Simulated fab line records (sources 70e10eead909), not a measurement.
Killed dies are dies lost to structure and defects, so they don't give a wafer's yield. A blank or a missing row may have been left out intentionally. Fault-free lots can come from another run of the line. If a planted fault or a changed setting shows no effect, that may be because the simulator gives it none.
Which tool did it? + flow nand harc + 13 lots, 39 wafers sampled, at 5 steps of a route of 1302

WHAT THE GAUGES SHOWED, per wafer
NHARC_END_SORT_01. Usual: killed at array 50, standard deviation 14; killed at other 0.9, standard deviation 1; killed at periphery 3.9, standard deviation 2.5; killed dies 55, standard deviation 15; killed open 3.5, standard deviation 1.9; killed short 2.5, standard deviation 1.7.
| lot  | measured     | on        | killed at array | killed at other | killed at periphery | killed dies | killed open | killed short | flag |
|------|--------------|-----------|-----------------|-----------------|---------------------|-------------|-------------|--------------|------|
| L697 | day 24 23:26 | prober-02 | 47 51 53        | 0 0 0           | 4 3 4               | 51 54 57    | 4 4 3       | 1 3 3        |      |
| L696 | day 24 02:50 | prober-02 | 41 54 56        | 1 0 1           | 3 7 2               | 45 61 59    | 4 5 4       | 1 1 5        |      |
| L698 | day 25 07:10 | prober-01 | 50 46 44        | 1 0 1           | 1 4 3               | 52 50 48    | 1 4 1       | 1 1 1        |      |
| L699 | day 25 00:10 | prober-01 | 29 20 17        | 3 1 0           | 3 4 4               | 35 25 21    | 2 1 3       | 4 2 2        |      |
| L700 | day 25 16:31 | prober-02 | 45 46 51        | 0 1 1           | 3 2 8               | 48 49 60    | 4 4 6       | 3 1 5        |      |
| L701 | day 26 09:47 | prober-01 | 54 39 36        | 0 0 0           | 0 5 0               | 54 44 36    | 3 3 2       | 2 2 2        |      |
| L703 | day 27 07:17 | prober-01 | 71 47 69        | 1 0 1           | 5 8 13              | 77 55 83    | 3 4 2       | 2 4 0        |      |
| L706 | day 28 17:17 | prober-01 | 69 38 45        | 3 1 0           | 1 4 2               | 73 43 47    | 6 4 2       | 2 1 2        |      |
| L705 | day 29 00:16 | prober-02 | 47 40 53        | 0 0 0           | 2 4 0               | 49 44 53    | 3 7 4       | 1 0 3        |      |
| L707 | day 28 15:40 | prober-02 | 43 35 25        | 1 1 2           | 1 3 2               | 45 39 29    | 5 4 1       | 2 3 2        |      |
| L712 | day 30 22:38 | prober-01 | 122 158 119     | 2 3 2           | 1 4 6               | 125 165 127 | 2 4 4       | 1 2 3        | OFF  |
| L714 | day 31 19:05 | prober-02 | 126 114 112     | 0 5 2           | 1 5 2               | 127 124 116 | 4 2 3       | 3 2 2        | OFF  |
| L717 | day 33 10:28 | prober-01 | 19 23 23        | 0 2 1           | 3 4 6               | 22 29 30    | 1 9 4       | 3 0 1        |      |

WHAT TOOL EACH LOT RAN ON (gives the tool, then ch and the chambers of the sampled wafers, and finally the start)
| lot  | NHARC_A_ONON_D2_DEP_22           | NHARC_THIN_TSV_PRE_CLEAN_50             | NHARC_THIN_TSV_ANNEAL_52         | NHARC_THIN_TSV_DESCUM_35           |
|------|----------------------------------|-----------------------------------------|----------------------------------|------------------------------------|
| L697 | pecvd onon-04 ch 0, day 13 05:17 | pvd sputter-03, day 24 13:55 or earlier | rtp anneal-01 ch 0, day 24 13:55 | rie diel-12 ch 1,2,3, day 24 16:04 |
| L696 | pecvd onon-02 ch 0, day 13 05:17 | pvd sputter-03, day 23 14:24 or earlier | rtp anneal-02 ch 0, day 23 14:24 | rie diel-09 ch 0,3, day 23 17:01   |
| L698 | pecvd onon-04 ch 0, day 13 12:37 | pvd sputter-02, day 24 16:56 or earlier | rtp anneal-02 ch 0, day 24 16:56 | rie diel-08 ch 1,3, day 24 19:03   |
| L699 | pecvd onon-03 ch 0, day 13 12:40 | pvd sputter-03, day 24 12:38 or earlier | rtp anneal-01 ch 0, day 24 12:38 | rie diel-12 ch 0,1, day 24 14:34   |
| L700 | pecvd onon-02 ch 0, day 14 10:02 | pvd sputter-02, day 25 04:53 or earlier | rtp anneal-02 ch 0, day 25 04:53 | rie diel-09 ch 0,1,2, day 25 06:55 |
| L701 | pecvd onon-03 ch 0, day 14 17:05 | pvd sputter-03, day 25 21:01 or earlier | rtp anneal-02 ch 0, day 25 21:01 | rie diel-08 ch 1,2,3, day 25 23:04 |
| L703 | pecvd onon-04 ch 0, day 15 23:07 | pvd sputter-03, day 26 19:26 or earlier | rtp anneal-01 ch 0, day 26 19:26 | rie diel-09 ch 1,2,3, day 26 21:30 |
| L706 | pecvd onon-04 ch 0, day 16 19:46 | pvd sputter-03, day 28 04:00 or earlier | rtp anneal-02 ch 0, day 28 04:00 | rie diel-09 ch 2,3, day 28 06:00   |
| L705 | pecvd onon-02 ch 0, day 17 05:23 | pvd sputter-03, day 28 05:10 or earlier | rtp anneal-01 ch 0, day 28 05:10 | rie diel-08 ch 0,2, day 28 07:05   |
| L707 | pecvd onon-02 ch 0, day 17 09:03 | pvd sputter-03, day 28 02:43 or earlier | rtp anneal-01 ch 0, day 28 02:43 | rie diel-08 ch 2,3, day 28 04:50   |
| L712 | pecvd onon-04 ch 0, day 19 13:31 | pvd sputter-01, day 30 09:47 or earlier | rtp anneal-02 ch 0, day 30 09:47 | rie diel-08 ch 0,1, day 30 11:46   |
| L714 | pecvd onon-04 ch 0, day 20 14:30 | pvd sputter-02, day 31 05:45 or earlier | rtp anneal-01 ch 0, day 31 05:45 | rie diel-12 ch 0,2,3, day 31 07:44 |
| L717 | pecvd onon-03 ch 0, day 22 02:29 | pvd sputter-03, day 32 18:14 or earlier | rtp anneal-02 ch 0, day 32 18:14 | rie diel-09 ch 0,2,3, day 32 20:20 |
- NHARC_A_ONON_D2_DEP_22: target thk 1000 nm.
- NHARC_THIN_TSV_PRE_CLEAN_50: time 30 s.
- NHARC_THIN_TSV_ANNEAL_52: time 90 s.
- NHARC_THIN_TSV_DESCUM_35: chemistry O2, time 3 s.

AS READ BY THE TOOLS THEMSELVES (means over the sampled wafers that have a number; for cases with no such wafer, the mark the record gives instead)
NHARC_THIN_TSV_PRE_CLEAN_50. Usual: heater power w at 391 W, with a standard deviation of 39.
| lot  | tool           | heater power w (W) | flag |
|------|----------------|--------------------|------|
| L697 | pvd sputter-03 | 401                |      |
| L696 | pvd sputter-03 | 357                |      |
| L698 | pvd sputter-02 | 445                |      |
| L699 | pvd sputter-03 | 377                |      |
| L700 | pvd sputter-02 | 432                |      |
| L701 | pvd sputter-03 | 411                |      |
| L703 | pvd sputter-03 | 352                |      |
| L706 | pvd sputter-03 | 393                |      |
| L705 | pvd sputter-03 | 357                |      |
| L707 | pvd sputter-03 | 390                |      |
| L712 | pvd sputter-01 | 436                |      |
| L714 | pvd sputter-02 | 418                |      |
| L717 | pvd sputter-03 | 397                |      |

NHARC_THIN_TSV_ANNEAL_52. Usual: wafer_temp_C_max at 226.3, with a standard deviation of 0.43.
| lot  | tool          | wafer_temp_C_max | flag |
|------|---------------|------------------|------|
| L697 | rtp anneal-01 | 227.2            |      |
| L696 | rtp anneal-02 | 225.7            |      |
| L698 | rtp anneal-02 | 225.7            |      |
| L699 | rtp anneal-01 | 226.5            |      |
| L700 | rtp anneal-02 | 226.1            |      |
| L701 | rtp anneal-02 | 226.0            |      |
| L703 | rtp anneal-01 | 226.4            |      |
| L706 | rtp anneal-02 | 226.0            |      |
| L705 | rtp anneal-01 | 226.6            |      |
| L707 | rtp anneal-01 | 226.6            |      |
| L712 | rtp anneal-02 | 226.1            |      |
| L714 | rtp anneal-01 | 226.6            |      |
| L717 | rtp anneal-02 | 225.9            |      |

NHARC_THIN_TSV_DESCUM_35. Usual: drypump motor current A 5.7 A, standard deviation 0.45; oes product au 1.000 a.u., standard deviation 0.0073; rf vpp V 57.7 V, standard deviation 0.82; showerhead plenum p Torr 1.89 Torr, standard deviation 0.076; throttle valve pct 11.311 %, standard deviation 0.008.
| lot  | tool        | drypump motor current A (A) | oes product au (a.u.) | rf vpp V (V) | showerhead plenum p Torr (Torr) | throttle valve pct (%) | flag |
|------|-------------|-----------------------------|-----------------------|--------------|---------------------------------|------------------------|------|
| L697 | rie diel-12 | 5.6                         | 0.998                 | 57.5         | 1.98                            | 11.308                 |      |
| L696 | rie diel-09 | 6.4                         | 0.997                 | 57.6         | 1.85                            | 11.307                 |      |
| L698 | rie diel-08 | 5.6                         | 1.001                 | 56.8         | 1.84                            | 11.315                 |      |
| L699 | rie diel-12 | 5.8                         | 0.998                 | 59.1         | 1.95                            | 11.309                 |      |
| L700 | rie diel-09 | 5.8                         | 1.003                 | 58.4         | 1.89                            | 11.308                 |      |
| L701 | rie diel-08 | 5.8                         | 0.998                 | 57.3         | 1.85                            | 11.313                 |      |
| L703 | rie diel-09 | 5.8                         | 1.002                 | 58.1         | 1.83                            | 11.318                 |      |
| L706 | rie diel-09 | 6.0                         | 1.003                 | 57.1         | 1.81                            | 11.308                 |      |
| L705 | rie diel-08 | 5.4                         | 0.993                 | 58.1         | 1.93                            | 11.315                 |      |
| L707 | rie diel-08 | 5.9                         | 1.006                 | 57.5         | 1.90                            | 11.298                 |      |
| L712 | rie diel-08 | 5.5                         | 0.999                 | 56.7         | 1.83                            | 11.318                 |      |
| L714 | rie diel-12 | 5.3                         | 0.996                 | 57.8         | 1.99                            | 11.310                 |      |
| L717 | rie diel-09 | 6.0                         | 1.003                 | 58.1         | 1.87                            | 11.314                 |      |

THE ANSWER, worked out from the rows above alone
Rule: a lot counts as off when the mean over its wafers that have a number is more than 3 standard deviations away from the usual mean. Also off: a lot with no number at a reading for which 4 or more lots have one. Any other lot the step has rows for is counted as sound. The gauges are gone through in route order, then the tools' own readings, and for those a lot's mean is taken as printed above. The first step at which some lot is off is used, and at that step the reading that is off furthest; a lot without a number counts as furthest.
Off, at NHARC_END_SORT_01 on killed at array: L712, L714.
If a tool, at a process step before that reading, ran all the lots that are off and no sound lot after the first of them, it fits. The gauges at NHARC_END_SORT_01 are tried like those tools. NHARC_THIN_TSV_PRE_CLEAN_50: start missing for some lots; hours and lot order therefore follow NHARC_THIN_TSV_ANNEAL_52. One fits: NHARC_A_ONON_D2_DEP_22 on pecvd onon-04. A fault onset in the window from L706 (day 16 19:46, its last sound lot) to L712 (day 19 13:31, its first lot off) fits.

WHAT THE SIMULATOR HAD PUT IN
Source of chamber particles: pecvd onon-04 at NHARC_A_ONON_D2_DEP_22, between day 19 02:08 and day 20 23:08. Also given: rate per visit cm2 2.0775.
Struck lots among those shown: L712, L714. Same finding as the rule above.
